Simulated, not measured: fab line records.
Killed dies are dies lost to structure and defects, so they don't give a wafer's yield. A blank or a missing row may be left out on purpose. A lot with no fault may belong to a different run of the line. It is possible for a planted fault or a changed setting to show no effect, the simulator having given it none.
A single fault, viewed from 3 desks + flow n5_finfet + numbers are kept per desk, each desk with only its own; the story behind them comes last

FROM THE METROLOGY DESK
What the gauges read for every lot (on any tool): the sampled wafers with a number, averaged. If a lot's mean is further than 4 standard deviations from the usual mean, the lot is out of limits and carries the mark OUT (the distance appears in the brackets). 7 of its 11 readings are shown: the first one out of limits and those lying furthest out on some lot.
Columns: A = IOFF_N at N5_BEOL_M4_RC_MEAS_101, usual 0.16 nA/um; B = IOFF_P at N5_BEOL_M4_RC_MEAS_101, usual 0.21 nA/um; C = ION_N at N5_BEOL_M4_RC_MEAS_101, usual 676 uA/um; D = ION_P at N5_BEOL_M4_RC_MEAS_101, usual 462 uA/um; E = SS_P at N5_BEOL_M4_RC_MEAS_101, usual 73.3 mV/dec; F = VT_N at N5_BEOL_M4_RC_MEAS_101, usual 249 mV; G = M10_THK at N5_BEOL_M10_THK_MEAS_53, usual 138.0 nm
| lot  | first seen here | A    | B    | C   | D   | E    | F   | G               |
|------|-----------------|------|------|-----|-----|------|-----|-----------------|
| L648 | day 8 16:08     | 0.20 | 0.23 | 693 | 472 | 73.1 | 243 | 139.0           |
| L650 | day 8 21:51     | 0.20 | 0.26 | 693 | 471 | 74.0 | 247 | 136.4           |
| L659 | day 11 11:20    | 0.15 | 0.19 | 676 | 459 | 73.5 | 249 | 209.7 (+27) OUT |
| L661 | day 11 11:36    | 0.20 | 0.23 | 689 | 467 | 73.4 | 247 | 215.2 (+29) OUT |
| L665 | day 12 18:10    | 0.21 | 0.25 | 694 | 472 | 73.7 | 245 | 135.5           |
| L668 | day 13 05:24    | 0.14 | 0.19 | 671 | 459 | 73.0 | 250 | 137.5           |
| L670 | day 13 22:10    | 0.16 | 0.22 | 682 | 469 | 73.4 | 248 | 139.2           |
| L669 | day 13 22:52    | 0.16 | 0.23 | 665 | 463 | 73.3 | 250 | 142.3           |
Finding of this desk: L659, L661 out of limits, first seen on L659 at day 13 19:31 (M10_THK at N5_BEOL_M10_THK_MEAS_53). L648, L650, L665, L668, L670, L669 stayed within limits.

THE DEFECT DESK
Inspection counts along the route, by lot: the mean over sampled wafers that carry a number. If a lot's mean is further than 4 standard deviations from the usual mean, the lot is out of limits and carries the mark OUT (the distance appears in the brackets).
Columns: A = raw_defect_count at N5_BEOL_M10_INSPECT_58, usual 62
| lot  | first seen here | A              |
|------|-----------------|----------------|
| L648 | day 10 22:19    | 69             |
| L650 | day 11 08:17    | 36             |
| L659 | day 13 19:41    | 1533 (+70) OUT |
| L661 | day 13 21:53    | 1510 (+69) OUT |
| L665 | day 15 06:59    | 55             |
| L668 | day 15 12:52    | 61             |
| L670 | day 16 02:49    | 48             |
| L669 | day 16 04:09    | 73             |
This desk finds L659, L661 out of limits, L659 being first, at day 13 19:41 (raw_defect_count at N5_BEOL_M10_INSPECT_58). L648, L650, L665, L668, L670, L669 stayed within limits.

TOOL OWNER'S DESK, cmp-02
The tool's own readings at N5_BEOL_M10_CMP_52 (polishes, stops on SiCOH lowk, t overpolish 7 s, target thk 140 nm): means of the sampled wafers that have a number, for each lot that ran on this tool. If a lot's mean is further than 4 standard deviations from the usual mean, the lot is out of limits and carries the mark OUT (the distance appears in the brackets).
Columns: A = barrier_field_endpoint_s at N5_BEOL_M10_CMP_52, usual 28.7 s; B = head_pressure_psi at N5_BEOL_M10_CMP_52, usual 1.0000 psi; C = motor_current_A at N5_BEOL_M10_CMP_52, usual 5.7 A; D = overpolish_run_s at N5_BEOL_M10_CMP_52, usual 6.999 s; E = time_to_endpoint_s at N5_BEOL_M10_CMP_52, usual 66 s
| lot  | first seen here | A              | B      | C   | D                       | E  |
|------|-----------------|----------------|--------|-----|-------------------------|----|
| L650 | day 11 07:48    | 29.1           | 1.0002 | 5.9 | 6.991                   | 67 |
| L659 | day 13 19:18    | 41.2 (+14) OUT | 1.0013 | 6.0 | 2.358 (-99 or more) OUT | 81 |
| L661 | day 13 21:28    | 40.9 (+14) OUT | 1.0001 | 6.1 | 2.363 (-99 or more) OUT | 81 |
This desk finds L659, L661 out of limits, L659 being first, at day 13 19:18 (barrier_field_endpoint_s at N5_BEOL_M10_CMP_52). L650 stayed within limits.

TAKEN TOGETHER
The tool owner's desk could have raised an alarm at day 13 19:18, on L659, L661.
L659, L661 would have let the metrology desk raise an alarm at day 13 19:31.
The defect desk could have raised an alarm at day 13 19:41, on L659, L661.
Every lot named ran N5_BEOL_M10_CMP_52 on cmp-02.

WHAT THE SIMULATOR PUT IN
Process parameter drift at N5_BEOL_M10_CMP_52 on cmp-02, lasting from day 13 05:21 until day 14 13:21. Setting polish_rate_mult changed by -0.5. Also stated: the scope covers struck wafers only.
Struck lots among those shown: L659, L661.
Hours from the fault's start to each desk's first reading out of limits: the tool owner's desk, 14; the metrology desk, 14; the defect desk, 14.
